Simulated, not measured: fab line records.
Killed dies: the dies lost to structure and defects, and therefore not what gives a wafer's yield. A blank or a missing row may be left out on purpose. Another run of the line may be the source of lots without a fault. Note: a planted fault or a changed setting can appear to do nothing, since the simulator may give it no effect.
fab line records	flow nandHarc	part 1 of 2: steps 1 to 4 of 6
record: lots: 23	wafers: 69	lastDay: 34
route steps=1302 shown A_CONTACT@1081 A_BLC@1125
lots that met no fault: taken from a fault-free run of the same line
startH: the number of hours between the record's first day and the start of the first shown wafer of the lot	waitH: hours from the lot's prior step to this one	" identical to the entry in the row above	L1.1+2: a row that stands for several wafers	- no value, or no start given	* or withheld: withheld	< > ~ a bound
route shown NAME@n: names a module that has steps shown in the file, with the first one's number in the route	usual: mean/standard deviation taken from wafers without a fault	same: alike in all rows	chamber/n: place in a boat	sites: per-site readings	_std_site: their standard deviation	_edge_site: the outer-site mean with the inner-site mean subtracted	radiusMm: for every site, how far away it sits from the centre of the wafer	mask NAME#n: copy n	behind: the most recent tool/chamber to have shaped the wafer	hold: cause of the lot's hold/its duration in hours/its outcome	device: the transistor (n, p or np) that didn't switch	end of line: tests of these same wafers at the route's end	for a step that has no rows: nothing shown but its recipe	killed: at the first sort, the dies lost to defects and structure; wafer yield is something else	map: dies across one wafer; x = killed, . = not, _ = none there
set.NAME: the run value of the setting; set.NAME@STEP: its run value at that earlier step	model.NAME: the simulator's own value behind a step, which no gauge read
a sample of lots followed through the steps of the route, with each step as a table and each wafer as a row
services: the hour from which a tool's chamber was out of use, counted from the record's first day as startH (under 0 if before that day), plus the number of hours and why
== steps ==
step: NHARC_A_CONTACT_DESCUM_13
recipe: timeS: 3	o2FlowSccm: 200	arFlowSccm: 0	biasPowerW: 0	chemistry: O2
usual: drypumpMotorCurrentA: 5.8/0.41	oesProductAu: 1.005/0.01	rfVppV: 57.7/0.78	showerheadPlenumPTorr: 1.88/0.07	throttleValvePct: 11.311/0.0096
lot.wafer	tool	chamber	startH	waitH	drypumpMotorCurrentA	oesProductAu	rfHoursCounterH	rfVppV	showerheadPlenumPTorr	throttleValvePct
L074.2	rieDiel-08	0	525.93	0.1	5.9	0.992	44	58.1	2.02	11.315
L074.4	"	1	"	"	6.6	1.015	45	56.3	1.87	11.302
L074.1	"	3	"	"	5.7	0.990	47	59.1	1.83	11.310
L075.4	rieDiel-08	0	526.94	0.1	5.9	0.993	44	57.9	2.02	11.320
L075.5	"	1	"	"	6.6	1.022	-	57.5	1.87	11.314
L075.6	"	2	"	"	6.5	1.015	-	58.4	1.98	11.309
L076.4	rieDiel-01	0	535.98	0.1	5.6	1.004	22	57.8	1.85	11.296
L076.3	"	1	"	"	6.3	1.007	25	59.4	1.93	11.302
L076.5	"	3	"	"	5.4	0.992	-	58.5	1.90	11.317
L077.1	rieDiel-10	1	547.76	0.1	5.3	0.996	37	58.5	1.92	11.303
L077.3	"	2	"	"	5.6	0.992	36	57.8	1.78	11.325
L077.5	"	3	"	"	5.4	1.001	-	57.8	1.81	11.318
L079.4	rieDiel-08	0	555.98	0.1	5.9	0.986	0	58.0	2.02	11.302
L079.2	"	1	"	"	6.6	1.001	0	58.1	1.86	11.306
L079.6	"	3	"	"	5.7	1.001	-	57.9	1.82	11.313
L078.3	rieDiel-08	1	559.92	0.2	6.6	1.011	1	59.2	1.86	11.315
L078.6	"	3	"	"	5.6	0.995	-	58.1	1.82	11.316
L078.5	"	0	"	"	6.0	0.987	-	57.2	2.02	11.314
L081.1	rieDiel-01	3	586.32	0.1	5.4	1.016	4	57.2	1.89	11.313
L081.4	"	0	"	"	5.6	1.010	4	58.4	1.85	11.307
L081.2	"	2	"	"	5.9	1.006	4	57.2	1.82	11.306
L080.4	rieDiel-10	1	587.81	0.1	5.3	0.996	60	58.5	1.92	11.300
L080.6	"	3	"	"	5.5	1.019	-	56.1	1.80	11.302
L080.5	"	0	"	"	5.5	1.017	-	57.6	1.82	11.307
L082.3	rieDiel-01	3	591.58	0.1	5.4	1.001	6	57.2	1.89	11.288
L082.1	"	2	"	"	5.9	1.002	5	57.2	1.82	11.304
L082.5	"	3	"	"	5.4	1.002	-	57.2	1.89	11.312
L086.2	rieDiel-01	3	633.06	0.2	5.4	1.009	12	57.9	1.89	11.325
L086.1	"	0	"	"	5.6	0.998	13	58.0	1.85	11.311
L086.6	"	1	"	"	6.3	1.003	-	57.2	1.92	11.308
L087.2	rieDiel-10	2	639.88	0.1	5.6	0.995	12	58.4	2.07	11.320
L087.1	"	0	"	"	5.5	1.000	7	56.3	1.81	11.314
L087.4	"	1	"	"	5.3	0.990	12	58.2	1.91	11.308
L085.3	rieDiel-08	1	642.26	0.1	6.6	1.015	27	56.9	1.85	11.301
L085.6	"	2	"	"	6.5	1.011	-	57.3	1.97	11.319
L085.5	"	3	"	"	5.6	0.998	-	56.7	1.82	11.313
L084.4	rieDiel-01	3	651.89	0.1	5.4	1.013	18	56.7	1.89	11.304
L084.2	"	1	"	"	6.3	1.022	18	56.5	1.92	11.304
L084.6	"	3	"	"	5.4	1.007	-	57.2	1.89	11.287
L091.2	rieDiel-01	0	657.28	0.1	5.6	0.999	17	57.2	1.84	11.305
L091.1	"	1	"	"	6.3	1.012	19	59.0	1.92	11.315
L091.4	"	2	"	"	5.9	0.999	17	57.1	1.81	11.317
L089.2	rieDiel-01	1	659.28	0.2	6.3	1.023	20	55.5	1.92	11.320
L089.1	"	2	"	"	5.9	1.001	18	58.6	1.81	11.330
L089.4	"	3	"	"	5.4	1.019	19	57.6	1.89	11.313
L088.2	rieDiel-08	1	662.22	0.1	6.6	1.005	37	58.5	1.85	11.300
L088.5	"	1	"	"	6.6	0.996	-	55.8	1.85	11.302
L088.6	"	0	"	"	6.0	0.991	-	58.4	2.01	11.302
L090.3	rieDiel-01	3	668.29	0.1	5.4	1.008	20	58.2	1.89	11.318
L090.6	"	1	"	"	6.3	1.025	-	58.3	1.92	11.292
L090.5	"	2	"	"	5.9	1.001	-	57.1	1.81	11.321
L093.4	rieDiel-10	1	692.35	0.1	5.3	0.980	29	57.4	1.90	11.309
L093.6	"	1	"	"	5.3	0.980	-	57.0	1.90	11.323
L093.5	"	2	"	"	5.5	1.023	-	58.0	2.06	11.308
L092.2	rieDiel-01	3	694.73	0.1	5.4	1.023	23	58.5	1.89	11.305
L092.1	"	1	"	"	6.3	1.023	25	58.7	1.92	11.319
L092.3	"	2	"	"	5.9	0.999	23	57.9	1.81	11.320
L094.3	rieDiel-01	3	719.73	0.1	5.4	1.014	27	57.2	1.89	11.329
L094.6	"	3	"	"	5.4	1.006	-	57.5	1.89	11.299
L094.5	"	0	"	"	5.5	1.018	-	57.2	1.84	11.319
L096.1	rieDiel-08	0	740.59	0.1	5.9	0.988	3	58.6	2.00	11.301
L096.2	"	2	"	"	6.5	1.005	3	57.7	1.96	11.315
L096.6	"	0	"	"	6.0	0.990	-	57.2	2.00	11.315
L097.4	rieDiel-01	0	745.98	0.1	5.6	1.002	0	57.9	1.84	11.326
L097.3	"	3	"	"	5.4	1.007	0	57.3	1.89	11.318
L097.5	"	1	"	"	6.3	1.001	-	58.7	1.91	11.323
L095.1	rieDiel-01	0	746.37	0.1	5.6	1.008	0	57.4	1.84	11.317
L095.2	"	1	"	"	6.3	0.997	0	57.2	1.91	11.309
L095.6	"	0	"	"	5.6	1.008	-	57.0	1.84	11.307
step: NHARC_A_CONTACT_ETCH_89
recipe: targetDepthA: 2600	overEtchFrac: 0.3	timeS: 475.3	ionEnergyEv: 200	n2FlowSccm: 150	h2FlowSccm: 150	arFlowSccm: 0	rfW: 400	biasW: 150	chemistry: N2/H2
usual: drypumpMotorCurrentA: 5.9/0.42	oesProductAu: 1.004/0.011	rfVppV: 429.5/2.3	showerheadPlenumPTorr: 2.01/0.074	throttleValvePct: 14.169/0.01
lot.wafer	tool	chamber	startH	waitH	drypumpMotorCurrentA	oesProductAu	rfHoursCounterH	rfVppV	showerheadPlenumPTorr	throttleValvePct
L074.1	rieDiel-08	0	-	-	5.9	0.996	44	433.5	2.16	14.167
L074.2	"	1	"	"	6.6	1.027	45	429.8	1.99	14.168
L074.4	"	3	"	"	5.7	1.006	47	427.6	1.94	14.161
L075.4	rieDiel-08	0	-	-	5.9	0.991	45	434.3	2.16	14.162
L075.6	"	2	"	"	6.5	1.007	-	431.7	2.11	14.165
L075.5	"	3	"	"	5.7	0.988	-	427.4	1.94	14.167
L076.4	rieDiel-01	0	-	-	5.6	1.007	22	427.5	1.97	14.163
L076.3	"	1	"	"	6.3	1.000	25	430.2	2.05	14.192
L076.5	"	3	"	"	5.4	0.995	-	430.0	2.02	14.146
L077.1	rieDiel-10	1	-	-	5.3	0.999	37	430.4	2.05	14.175
L077.3	"	2	"	"	5.6	1.010	36	426.3	1.90	14.164
L077.5	"	0	"	"	5.5	1.008	-	427.0	1.94	14.134
L079.2	rieDiel-08	3	-	-	5.6	0.994	0	425.4	1.94	14.181
L079.4	"	2	"	"	6.5	1.004	0	431.8	2.11	14.164
L079.6	"	0	"	"	6.0	0.984	-	434.1	2.16	14.158
L078.3	rieDiel-08	0	-	-	6.0	0.998	1	433.9	2.16	14.169
L078.5	"	3	"	"	5.7	1.003	-	428.9	1.94	14.171
L078.6	"	0	"	"	5.9	0.995	-	433.5	2.16	14.163
L081.4	rieDiel-01	1	-	-	6.3	1.029	4	431.0	2.05	14.185
L081.2	"	2	"	"	5.9	0.997	4	428.6	1.94	14.171
L081.1	"	3	"	"	5.4	1.013	5	430.4	2.02	14.187
L080.4	rieDiel-10	0	-	-	5.5	1.005	58	428.2	1.93	14.154
L080.5	"	1	"	"	5.3	0.991	-	430.3	2.04	14.184
L080.6	"	2	"	"	5.6	1.026	-	425.6	1.89	14.176
L082.3	rieDiel-01	2	-	-	5.9	0.998	5	427.4	1.94	14.182
L082.1	"	0	"	"	5.6	1.005	5	428.9	1.97	14.180
L082.5	"	3	"	"	5.4	1.013	-	430.5	2.02	14.179
L086.2	rieDiel-01	2	-	-	5.9	1.017	12	428.0	1.93	14.177
L086.1	"	3	"	"	5.4	1.025	12	430.6	2.02	14.171
L086.6	"	1	"	"	6.3	1.009	-	431.8	2.05	14.180
L087.4	rieDiel-10	0	-	-	5.5	0.997	8	427.1	1.93	14.163
L087.2	"	2	"	"	5.6	0.998	12	435.9	2.21	14.153
L087.1	"	3	"	"	5.5	1.003	11	426.5	1.91	14.178
L085.3	rieDiel-08	1	-	-	6.6	1.013	27	428.5	1.98	14.172
L085.5	"	0	"	"	6.0	1.000	-	432.9	2.15	14.176
L085.6	"	1	"	"	6.6	1.012	-	429.2	1.98	14.174
L084.2	rieDiel-01	3	-	-	5.4	1.010	18	429.8	2.01	14.168
L084.4	"	1	"	"	6.3	1.016	18	430.7	2.04	14.183
L084.6	"	3	"	"	5.4	1.006	-	430.4	2.01	14.173
L091.4	rieDiel-01	2	-	-	5.9	0.995	18	426.9	1.93	14.175
L091.1	"	0	"	"	5.6	1.014	17	429.1	1.96	14.166
L091.2	"	1	"	"	6.4	1.019	19	429.8	2.04	14.182
L089.4	rieDiel-01	2	-	-	5.9	0.989	18	427.5	1.93	14.176
L089.2	"	3	"	"	5.4	1.013	19	429.6	2.01	14.154
L089.1	"	0	"	"	5.6	1.002	18	429.0	1.96	14.179
L088.2	rieDiel-08	1	-	-	6.6	0.994	37	428.5	1.97	14.184
L088.6	"	2	"	"	6.5	1.008	-	431.7	2.10	14.169
L088.5	"	0	"	"	6.0	0.990	-	433.6	2.14	14.163
L090.3	rieDiel-01	1	-	-	6.3	1.015	22	431.4	2.04	14.160
L090.5	"	1	"	"	6.4	1.017	-	430.5	2.04	14.172
L090.6	"	2	"	"	5.9	0.986	-	426.5	1.93	14.169
L093.4	rieDiel-10	0	-	-	5.5	0.995	26	425.9	1.93	14.146
L093.5	"	0	"	"	5.5	0.991	-	426.6	1.93	14.172
L093.6	"	1	"	"	5.3	0.990	-	431.5	2.03	14.166
L092.2	rieDiel-01	2	-	-	5.9	0.999	23	427.3	1.93	14.165
L092.1	"	0	"	"	5.6	1.013	23	429.6	1.96	14.183
L092.3	"	1	"	"	6.3	1.004	26	430.4	2.04	14.174
L094.3	rieDiel-01	2	-	-	5.9	1.004	28	427.6	1.93	14.157
L094.5	"	2	"	"	5.9	0.997	-	426.6	1.93	14.165
L094.6	"	3	"	"	5.4	1.016	-	429.0	2.01	14.175
L096.1	rieDiel-08	2	-	-	6.5	1.007	3	432.1	2.09	14.175
L096.2	"	3	"	"	5.7	1.004	2	427.7	1.93	14.152
L096.6	"	1	"	"	6.6	1.003	-	428.5	1.96	14.163
L097.3	rieDiel-01	0	-	-	5.6	1.013	0	427.9	1.96	14.161
L097.4	"	1	"	"	6.4	0.993	0	431.8	2.04	14.176
L097.5	"	0	"	"	5.6	1.007	-	428.1	1.96	14.168
L095.2	rieDiel-01	2	-	-	5.9	1.001	0	427.0	1.93	14.172
L095.1	"	0	"	"	5.6	1.001	0	428.5	1.96	14.169
L095.6	"	2	"	"	5.9	0.998	-	426.9	1.93	14.157
step: NHARC_A_CONTACT_ETCH_134
recipe: sourceW: withheld	pressureMtorr: 20	biasV: withheld	timeS: 140	targetDepthA: 7000	arFlowSccm: withheld	c4f8FlowSccm: withheld	o2FlowSccm: withheld	chemistry: C4F8/O2/Ar
lot.wafer	tool	chamber	startH	waitH	rfHoursCounterH
L074.2	harCapEtch-03	1	527.08	-	45
L074.1	"	0	"	"	45
L074.4	"	0	"	"	-
L075.4	harCapEtch-02	0	528.60	-	-
L075.6	"	1	"	"	-
L075.5	"	0	"	"	-
L076.3	harCapEtch-01	1	537.17	-	-
L076.4	"	0	"	"	-
L076.5	"	1	"	"	-
L077.1	harCapEtch-03	0	548.93	-	50
L077.3	"	0	"	"	-
L077.5	"	1	"	"	-
L079.2	harCapEtch-03	1	557.12	-	52
L079.4	"	0	"	"	-
L079.6	"	1	"	"	-
L078.3	harCapEtch-02	0	561.12	-	-
L078.6	"	0	"	"	-
L078.5	"	1	"	"	-
L081.1	harCapEtch-03	0	587.44	-	57
L081.2	"	1	"	"	57
L081.4	"	1	"	"	-
L080.4	harCapEtch-02	1	588.98	-	-
L080.5	"	1	"	"	-
L080.6	"	0	"	"	-
L082.1	harCapEtch-03	1	593.10	-	58
L082.3	"	1	"	"	-
L082.5	"	0	"	"	-
L086.2	harCapEtch-01	1	634.62	-	22
L086.1	"	0	"	"	22
L086.6	"	0	"	"	-
L087.2	harCapEtch-03	0	641.16	-	66
L087.1	"	1	"	"	66
L087.4	"	0	"	"	-
L085.3	harCapEtch-03	1	643.77	-	-
L085.6	"	1	"	"	-
L085.5	"	0	"	"	-
L084.2	harCapEtch-02	0	653.19	-	116
L084.4	"	1	"	"	-
L084.6	"	1	"	"	-
L091.2	harCapEtch-01	1	658.39	-	30
L091.1	"	0	"	"	30
L091.4	"	1	"	"	-
L089.2	harCapEtch-02	0	660.57	-	118
L089.1	"	1	"	"	118
L089.4	"	0	"	"	-
L088.2	harCapEtch-01	1	663.78	-	31
L088.6	"	0	"	"	-
L088.5	"	1	"	"	-
L090.3	harCapEtch-02	1	669.49	-	-
L090.5	"	0	"	"	-
L090.6	"	1	"	"	-
L093.4	harCapEtch-01	0	693.63	-	-
L093.5	"	0	"	"	-
L093.6	"	1	"	"	-
L092.1	harCapEtch-02	1	695.85	-	122
L092.2	"	0	"	"	122
L092.3	"	0	"	"	-
L094.3	harCapEtch-03	1	720.96	-	-
L094.6	"	0	"	"	-
L094.5	"	1	"	"	-
L096.1	harCapEtch-02	0	741.71	-	127
L096.2	"	1	"	"	127
L096.6	"	0	"	"	-
L097.3	harCapEtch-03	0	747.34	-	-
L097.4	"	1	"	"	-
L097.5	"	0	"	"	-
L095.1	harCapEtch-01	1	747.68	-	42
L095.2	"	0	"	"	42
L095.6	"	1	"	"	-
step: NHARC_A_CONTACT_ETCH_98
recipe: targetDepthA: 200	overEtchFrac: 0.5	timeS: 10	ionEnergyEv: 250	c4f6FlowSccm: 25	o2FlowSccm: 20	arFlowSccm: 500	rfW: 600	biasW: 500	chemistry: C4F6/O2
usual: drypumpMotorCurrentA: 5.9/0.43	oesProductAu: 0.959/0.022	rfVppV: 545.8/2.9	showerheadPlenumPTorr: 3.87/0.14	throttleValvePct: 26.903/0.0092
lot.wafer	tool	chamber	startH	waitH	drypumpMotorCurrentA	oesProductAu	rfHoursCounterH	rfVppV	showerheadPlenumPTorr	throttleValvePct
L074.4	rieDiel-01	0	-	-	5.6	0.946	22	545.2	3.81	26.908
L074.1	"	1	"	"	6.3	0.959	25	546.9	3.95	26.920
L074.2	"	2	"	"	5.9	0.952	25	543.2	3.75	26.903
L075.4	rieDiel-01	0	-	-	5.6	0.961	22	543.5	3.81	26.889
L075.5	"	3	"	"	5.4	0.938	-	547.5	3.89	26.886
L075.6	"	0	"	"	5.6	0.946	-	545.2	3.81	26.909
L076.4	rieDiel-01	1	-	-	6.3	0.938	26	546.8	3.95	26.903
L076.3	"	2	"	"	5.9	0.951	25	542.9	3.75	26.898
L076.5	"	1	"	"	6.3	0.938	-	547.2	3.95	26.898
L077.3	rieDiel-01	0	-	-	5.6	0.957	26	545.0	3.80	26.903
L077.1	"	2	"	"	5.9	0.981	28	543.8	3.75	26.905
L077.5	"	1	"	"	6.3	0.965	-	548.2	3.94	26.894
L079.4	rieDiel-08	2	-	-	6.5	0.937	1	548.7	4.04	26.921
L079.2	"	3	"	"	5.7	0.926	1	542.4	3.75	26.903
L079.6	"	3	"	"	5.7	0.933	-	543.9	3.75	26.893
L078.3	rieDiel-08	2	-	-	6.5	0.939	3	549.4	4.04	26.902
L078.5	"	0	"	"	6.0	0.920	-	550.6	4.13	26.902
L078.6	"	1	"	"	6.7	0.965	-	545.5	3.83	26.868
L081.2	rieDiel-01	0	-	-	5.5	0.950	5	546.7	3.80	26.905
L081.4	"	1	"	"	6.3	0.973	4	547.2	3.94	26.901
L081.1	"	2	"	"	5.9	0.933	4	543.1	3.75	26.905
L080.4	rieDiel-08	0	-	-	6.0	0.955	14	550.0	4.12	26.909
L080.5	"	1	"	"	6.6	0.969	-	544.9	3.82	26.906
L080.6	"	2	"	"	6.5	0.960	-	548.5	4.04	26.906
L082.3	rieDiel-10	2	-	-	5.6	0.971	64	541.6	3.66	26.914
L082.1	"	1	"	"	5.3	0.934	63	547.3	3.92	26.908
L082.5	"	3	"	"	5.5	0.956	-	542.5	3.71	26.905
L086.1	rieDiel-08	2	-	-	6.5	0.970	17	547.3	4.03	26.894
L086.2	"	3	"	"	5.7	0.956	18	542.4	3.74	26.914
L086.6	"	1	"	"	6.6	0.961	-	544.5	3.82	26.901
L087.2	rieDiel-10	0	-	-	5.5	0.935	10	542.7	3.74	26.917
L087.4	"	1	"	"	5.3	0.932	13	547.2	3.92	26.891
L087.1	"	3	"	"	5.4	0.959	13	541.8	3.70	26.905
L085.3	rieDiel-08	3	-	-	5.7	0.950	23	543.0	3.74	26.908
L085.6	"	2	"	"	6.5	0.959	-	550.6	4.03	26.896
L085.5	"	3	"	"	5.6	0.947	-	542.8	3.74	26.901
L084.2	rieDiel-01	3	-	-	5.4	0.941	18	545.9	3.88	26.913
L084.4	"	1	"	"	6.3	0.967	19	545.2	3.93	26.899
L084.6	"	2	"	"	5.9	0.936	-	542.4	3.74	26.910
L091.1	rieDiel-08	1	-	-	6.6	0.985	37	544.1	3.81	26.904
L091.4	"	3	"	"	5.7	0.970	32	543.5	3.74	26.908
L091.2	"	0	"	"	6.0	0.995	40	550.2	4.10	26.903
L089.4	rieDiel-01	2	-	-	5.9	0.941	20	542.7	3.74	26.893
L089.2	"	0	"	"	5.6	0.954	19	543.9	3.79	26.894
L089.1	"	1	"	"	6.3	0.970	21	546.3	3.93	26.893
L088.2	rieDiel-08	2	665.75	0.2	6.6	0.959	31	547.5	4.03	26.900
L088.5	"	0	"	"	5.9	0.953	-	551.2	4.10	26.918
L088.6	"	2	"	"	6.5	0.952	-	548.7	4.03	26.907
L090.3	rieDiel-01	3	-	-	5.4	0.975	21	544.2	3.88	26.899
L090.6	"	1	"	"	6.3	0.986	-	547.1	3.93	26.916
L090.5	"	2	"	"	5.9	0.950	-	545.1	3.74	26.896
L093.4	rieDiel-10	0	-	-	5.5	0.943	28	543.5	3.73	26.887
L093.6	"	0	"	"	5.5	0.931	-	543.5	3.73	26.904
L093.5	"	1	"	"	5.3	0.929	-	546.0	3.91	26.905
L092.3	rieDiel-01	2	697.86	0.1	5.9	0.957	24	543.0	3.74	26.907
L092.2	"	3	"	"	5.4	0.957	24	547.0	3.88	26.898
L092.1	"	1	"	"	6.3	0.960	26	547.5	3.93	26.905
L094.3	rieDiel-10	0	-	-	5.5	0.994	41	541.6	3.72	26.902
L094.5	"	1	"	"	5.3	0.977	-	546.5	3.90	26.887
L094.6	"	2	"	"	5.5	1.012	-	551.7	4.20	26.898
L096.2	rieDiel-01	1	-	-	6.3	0.990	0	546.3	3.92	26.899
L096.1	"	0	"	"	5.6	1.000	0	546.3	3.79	26.905
L096.6	"	2	"	"	5.9	1.000	-	542.4	3.73	26.903
L097.3	rieDiel-01	1	-	-	6.4	0.967	1	547.6	3.92	26.918
L097.4	"	2	"	"	5.9	0.953	1	541.9	3.73	26.911
L097.5	"	0	"	"	5.6	0.955	-	543.9	3.79	26.901
L095.2	rieDiel-10	3	-	-	5.4	1.014	55	541.1	3.68	26.911
L095.1	"	1	"	"	5.3	0.990	55	546.9	3.89	26.904
L095.6	"	2	"	"	5.6	1.019	-	552.3	4.19	26.908
